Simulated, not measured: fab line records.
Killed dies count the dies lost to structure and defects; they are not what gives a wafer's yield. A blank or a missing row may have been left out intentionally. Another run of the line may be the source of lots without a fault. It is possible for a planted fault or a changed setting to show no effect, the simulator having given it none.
Comparing a struck lot with a sound one -- flow nandHarc -- 14 steps out of a route of 1302
Sound: these wafers, L697.2, L697.5, L697.6. Wafers L711.4, L711.6 were the ones struck. At the end, the cause is stated.
Per side, at each step with rows, come the tool, then ch with its chambers, and then its first start. Under that, the readings that differ: sound wafers -- struck wafers -- difference of the means -- sigmas: that difference in standard deviations of wafers without a fault.
alike: words and numbers the same on both sides, and readings whose means are apart by under 2 such deviations; not compared: readings that were withheld, readings missing a value for some wafer, numbers with overlapping values and no deviation given by the record, and bounds like >300 which may hide the same value.
A row with sigmas, a row that says differs or no value, or rows on one side alone: a step with any of these is where the two part. Non-overlapping numbers with no deviation appear without sigmas and do not part them. A reading that every wafer of one side lacks parts them only if that side has two wafers or more.

first, 1 step without rows for these wafers: NHARC_A_CONTACT_DESCUM_13 (chemistry O2, time 3 s).
NHARC_A_CONTACT_ETCH_88: etches the open film in CF4, target depth 39 nm, time 65 s.
  sound on rieDiel-02 ch 0,3, day 23 11:36; struck on rieDiel-06 ch 3, day 28 04:26
  alike: cf4FlowSccm, drypumpMotorCurrentA, oesProductAu, rfVppV, showerheadPlenumPTorr, throttleValvePct
  not compared: rfHoursCounterH
then, 3 steps without rows for these wafers: NHARC_A_CONTACT_ETCH_89 (etches the open film in N2/H2, target depth 260 nm, time 475.3 s); NHARC_A_CONTACT_ETCH_30 (etches the open film in CF4/CHF3, target depth 72.6 nm, time 36.3 s); NHARC_A_CONTACT_ETCH_31 (etches the open film in O2/COS, target depth 2800 nm, time 728 s).
NHARC_A_CONTACT_ETCH_134: etches the open film in C4F8/O2/Ar, time 140 s, target depth 700 nm.
  sound on harCapEtch-02 ch 0,1, day 23 13:03; struck on harCapEtch-01 ch 0,1, day 28 05:34
  not compared: rfHoursCounterH
then, 1 step without rows for these wafers: NHARC_A_CONTACT_ETCH_135 (etches the open film in C4F8/O2/Ar, time 311 s, target depth 1912 nm).
NHARC_A_CONTACT_ETCH_136: etches the open film in C4F8/O2/Ar, time 311 s, target depth 1912 nm.
  sound on harCapEtch-02 ch 0,1, day 23 13:32; struck on harCapEtch-01 ch 0,1, day 28 06:04
  not compared: rfHoursCounterH
NHARC_A_CONTACT_ETCH_137: etches the open film in C4F8/O2/Ar, time 311 s, target depth 1912 nm.
  sound on harCapEtch-02 ch 0,1, day 23 13:49; struck on harCapEtch-01 ch 0,1, day 28 06:20
  not compared: rfHoursCounterH
then, 2 steps without rows for these wafers: NHARC_A_CONTACT_ETCH_138 (etches the open film in C4F8/O2/Ar, time 311 s, target depth 1914 nm); NHARC_A_CONTACT_ETCH_139 (etches the open film in C4F8/O2/Ar, time 195 s, target depth 840 nm).
NHARC_A_CONTACT_ETCH_92: etches the open film in CH3F/O2, target depth 40 nm, time 85.7 s.
  sound on rieDiel-06 ch 1,2, day 23 14:52; struck on rieDiel-02 ch 1,2, day 28 07:20
  alike: drypumpMotorCurrentA, oesProductAu, rfVppV, showerheadPlenumPTorr, throttleValvePct
  not compared: rfHoursCounterH
NHARC_A_CONTACT_ETCH_98: etches the open film in C4F6/O2, target depth 20 nm, time 10 s.
  sound on rieDiel-06 ch 0,1,3, day 23 15:01; struck on rieDiel-02 ch 1, day 28 07:26
reading,sound,struck,difference,sigmas
oesProductAu (a.u.),0.955 0.935 0.939,0.792 0.779,-0.157,-8
  alike: drypumpMotorCurrentA, rfVppV, showerheadPlenumPTorr, throttleValvePct
  not compared: rfHoursCounterH
NHARC_A_CONTACT_CD_MEAS_15:
  sound on cdSem-03 at day 23 15:05; struck on cdSem-03 at day 28 07:33
  alike: cdNm

## WHERE THEY PART
Only at NHARC_A_CONTACT_ETCH_98, as far as this record shows. Later steps at which nothing parts them and some readings are alike: NHARC_A_CONTACT_CD_MEAS_15.

WHY: what the simulator had put in
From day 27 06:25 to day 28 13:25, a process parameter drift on rieDiel-02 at NHARC_A_CONTACT_ETCH_98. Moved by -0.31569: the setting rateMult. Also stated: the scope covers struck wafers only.
